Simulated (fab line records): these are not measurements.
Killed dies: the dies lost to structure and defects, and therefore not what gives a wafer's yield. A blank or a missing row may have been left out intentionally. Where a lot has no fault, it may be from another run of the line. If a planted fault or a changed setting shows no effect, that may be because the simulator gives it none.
Which of the tools did it? + flow nand_harc + 14 lots, 42 wafers sampled, at 5 steps of a route of 1302

WHAT EACH GAUGE READ, for each wafer
NHARC_P_ZERO_WELL_CD_MEAS_37 targets a cd of 720 nm. Usual: cd_nm at 720.2 nm, with a standard deviation of 1.4.
| lot  | measured     | on        | cd_nm (nm)        | flag |
|------|--------------|-----------|-------------------|------|
| L133 | day 2 00:05  | cd_sem-01 | 717.7 719.0 721.3 |      |
| L134 | day 2 10:18  | cd_sem-02 | 721.5 719.6 719.9 |      |
| L135 | day 2 20:10  | cd_sem-01 | 720.2 721.6 720.4 |      |
| L136 | day 3 05:59  | cd_sem-01 | 721.5 721.0 719.7 |      |
| L141 | day 5 08:08  | cd_sem-02 | 718.6 716.9 719.3 |      |
| L143 | day 6 04:08  | cd_sem-02 | 724.1 720.6 722.0 |      |
| L144 | day 6 14:13  | cd_sem-01 | 719.5 720.2 719.0 |      |
| L148 | day 8 06:19  | cd_sem-01 | 718.3 717.3 718.7 |      |
| L149 | day 8 16:19  | cd_sem-02 | 721.7 721.5 721.8 |      |
| L152 | day 9 22:41  | cd_sem-02 | 721.1 717.3 718.6 |      |
| L153 | day 10 08:02 | cd_sem-03 | 718.8 719.7 719.9 |      |
| L154 | day 10 18:07 | cd_sem-01 | 721.4 721.3 722.8 |      |
| L155 | day 11 04:14 | cd_sem-02 | 718.8 718.9 720.5 |      |
| L156 | day 11 14:11 | cd_sem-03 | 721.2 719.9 719.7 |      |

NHARC_P_ZERO_WELL_INSPECT_43. Usual: raw_defect_count at 12, with a standard deviation of 5.5.
| lot  | measured     | on                | raw_defect_count        | flag |
|------|--------------|-------------------|-------------------------|------|
| L133 | day 2 03:34  | defect_inspect-01 | 24 30 20                |      |
| L134 | day 2 13:49  | defect_inspect-02 | 6 13 6                  |      |
| L135 | day 2 23:31  | defect_inspect-01 | 5 4 12                  |      |
| L136 | day 3 09:20  | defect_inspect-01 | 14 14 9                 |      |
| L141 | day 5 11:35  | defect_inspect-02 | 10 20 15                |      |
| L143 | day 6 07:36  | defect_inspect-02 | 310 294 311 310 293 306 | OFF  |
| L144 | day 6 17:35  | defect_inspect-01 | 300 293 300 296 290 306 | OFF  |
| L148 | day 8 09:52  | defect_inspect-02 | 12 17 12                |      |
| L149 | day 8 19:43  | defect_inspect-02 | 9 13 17                 |      |
| L152 | day 10 02:10 | defect_inspect-02 | 13 24 17                |      |
| L153 | day 10 13:59 | defect_inspect-01 | 8 10 9                  |      |
| L154 | day 10 21:48 | defect_inspect-02 | 23 12 12                |      |
| L155 | day 11 07:43 | defect_inspect-01 | 9 24 16                 |      |
| L156 | day 11 17:30 | defect_inspect-02 | 25 10 18                |      |

NHARC_P_STI_INSPECT_11. Usual: raw_defect_count at 6, with a standard deviation of 3.1.
| lot  | measured     | on                | raw_defect_count | flag |
|------|--------------|-------------------|------------------|------|
| L133 | day 3 00:55  | defect_inspect-02 | 5 8 7            |      |
| L134 | day 3 10:57  | defect_inspect-01 | 6 4 8            |      |
| L135 | day 3 17:11  | defect_inspect-01 | 9 7 8            |      |
| L136 | day 4 01:13  | defect_inspect-02 | 6 8 1            |      |
| L141 | day 6 05:04  | defect_inspect-01 | 10 4 3           |      |
| L148 | day 9 02:43  | defect_inspect-01 | 1 5 6            |      |
| L149 | day 9 14:00  | defect_inspect-02 | 5 6 6            |      |
| L152 | day 10 22:32 | defect_inspect-01 | 4 6 8            |      |
| L153 | day 11 05:16 | defect_inspect-01 | 5 2 6            |      |
| L154 | day 11 13:59 | defect_inspect-02 | 15 7 7           |      |
| L155 | day 12 01:38 | defect_inspect-01 | 7 8 9            |      |
| L156 | day 12 09:55 | defect_inspect-01 | 14 2 4           |      |

WHAT TOOL EACH LOT RAN ON (gives the tool, then ch and the chambers of the sampled wafers, and finally the start)
| lot  | NHARC_P_ZERO_WELL_PECVD_02      | NHARC_P_ZERO_WELL_ETCH_63        |
|------|---------------------------------|----------------------------------|
| L133 | pecvd-03 ch 1,2, day 1 20:27    | rie_si-03 ch 1,2, day 1 21:40    |
| L134 | pecvd-03 ch 0,1,2, day 2 06:26  | rie_si-03 ch 0,2,3, day 2 07:43  |
| L135 | pecvd-01 ch 0,1,2, day 2 16:29  | rie_si-02 ch 2,3, day 2 17:44    |
| L136 | pecvd-03 ch 0,2, day 3 02:32    | rie_si-05 ch 1,2,3, day 3 03:41  |
| L141 | pecvd-02 ch 0,1,2, day 5 04:29  | rie_si-05 ch 0,2,3, day 5 05:49  |
| L143 | pecvd-02 ch 1,2, day 6 00:27    | rie_si-03 ch 0,1,3, day 6 01:41  |
| L144 | pecvd-02 ch 1,2, day 6 10:27    | rie_si-02 ch 0,1,2, day 6 11:40  |
| L148 | pecvd-01 ch 0,1,2, day 8 02:32  | rie_si-02 ch 0,1,3, day 8 03:45  |
| L149 | pecvd-03 ch 0,1,2, day 8 12:32  | rie_si-02 ch 0,3, day 8 13:49    |
| L152 | pecvd-01 ch 0,2, day 9 18:27    | rie_si-02 ch 1,3, day 9 20:13    |
| L153 | pecvd-02 ch 0,1,2, day 10 04:26 | rie_si-02 ch 0,1,3, day 10 05:35 |
| L154 | pecvd-01 ch 0,1,2, day 10 14:34 | rie_si-03 ch 1,2, day 10 15:40   |
| L155 | pecvd-01 ch 0,2, day 11 00:27   | rie_si-02 ch 1,3, day 11 01:45   |
| L156 | pecvd-02 ch 0,1,2, day 11 10:27 | rie_si-05 ch 0,3, day 11 11:35   |
- NHARC_P_ZERO_WELL_PECVD_02: deposits SiO2, target thk 10 nm.
- NHARC_P_ZERO_WELL_ETCH_63: etches the open film in HBr/Cl2, target depth 120 nm, time 40.1 s.

WHAT THE TOOLS THEMSELVES READ (means of the sampled wafers that have a number; where no wafer has one, the mark that the record gives instead)
NHARC_P_ZERO_WELL_ETCH_63. Usual: drypump_motor_current_A 5.7 A, standard deviation 0.48; mfc_cl2_sccm 50.01 sccm, standard deviation 0.16; oes_product_au 0.996 a.u., standard deviation 0.0099; throttle_valve_pct 26.407 %, standard deviation 0.0093.
| lot  | tool      | drypump_motor_current_A (A) | mfc_cl2_sccm (sccm) | oes_product_au (a.u.) | throttle_valve_pct (%) | flag |
|------|-----------|-----------------------------|---------------------|-----------------------|------------------------|------|
| L133 | rie_si-03 | 6.4                         | 49.99               | 0.999                 | 26.408                 |      |
| L134 | rie_si-03 | 5.7                         | 49.87               | 0.996                 | 26.401                 |      |
| L135 | rie_si-02 | 5.5                         | 50.13               | 0.989                 | 26.398                 |      |
| L136 | rie_si-05 | 6.2                         | 50.09               | 0.999                 | 26.412                 |      |
| L141 | rie_si-05 | 5.9                         | 49.90               | 0.995                 | 26.421                 |      |
| L143 | rie_si-03 | 5.9                         | 50.09               | 0.984                 | 26.409                 |      |
| L144 | rie_si-02 | 5.5                         | 49.97               | 1.000                 | 26.400                 |      |
| L148 | rie_si-02 | 5.3                         | 50.07               | 1.000                 | 26.406                 |      |
| L149 | rie_si-02 | 5.6                         | 50.11               | 1.003                 | 26.400                 |      |
| L152 | rie_si-02 | 5.1                         | 50.00               | 0.994                 | 26.402                 |      |
| L153 | rie_si-02 | 5.4                         | 50.20               | 0.987                 | 26.410                 |      |
| L154 | rie_si-03 | 6.1                         | 49.95               | 1.007                 | 26.402                 |      |
| L155 | rie_si-02 | 5.1                         | 49.90               | 0.986                 | 26.401                 |      |
| L156 | rie_si-05 | 5.7                         | 50.00               | 1.002                 | 26.405                 |      |

THE ANSWER, worked out from the rows above alone
Rule: a lot is off if the mean of its wafers that have a number lies more than 3 standard deviations from the usual mean. A lot without any number at a reading at which 4 lots or more have one is off too. The other lots that the step has rows for count as sound. Order of review: gauges by route order, followed by the tools' own readings, for which a lot's mean as printed above is used. At the first step where some lot is off, the reading lying furthest off is the one used; lots without a number count as furthest.
Off, at NHARC_P_ZERO_WELL_INSPECT_43 on raw_defect_count: L143, L144.
A tool fits if, at a process step before that reading, it ran every lot that is off, and no sound lot after the first of them. Gauges at NHARC_P_ZERO_WELL_INSPECT_43: tried the same way as those tools. Not one of the candidates tried fits.

WHAT HAD BEEN PUT IN BY THE SIMULATOR
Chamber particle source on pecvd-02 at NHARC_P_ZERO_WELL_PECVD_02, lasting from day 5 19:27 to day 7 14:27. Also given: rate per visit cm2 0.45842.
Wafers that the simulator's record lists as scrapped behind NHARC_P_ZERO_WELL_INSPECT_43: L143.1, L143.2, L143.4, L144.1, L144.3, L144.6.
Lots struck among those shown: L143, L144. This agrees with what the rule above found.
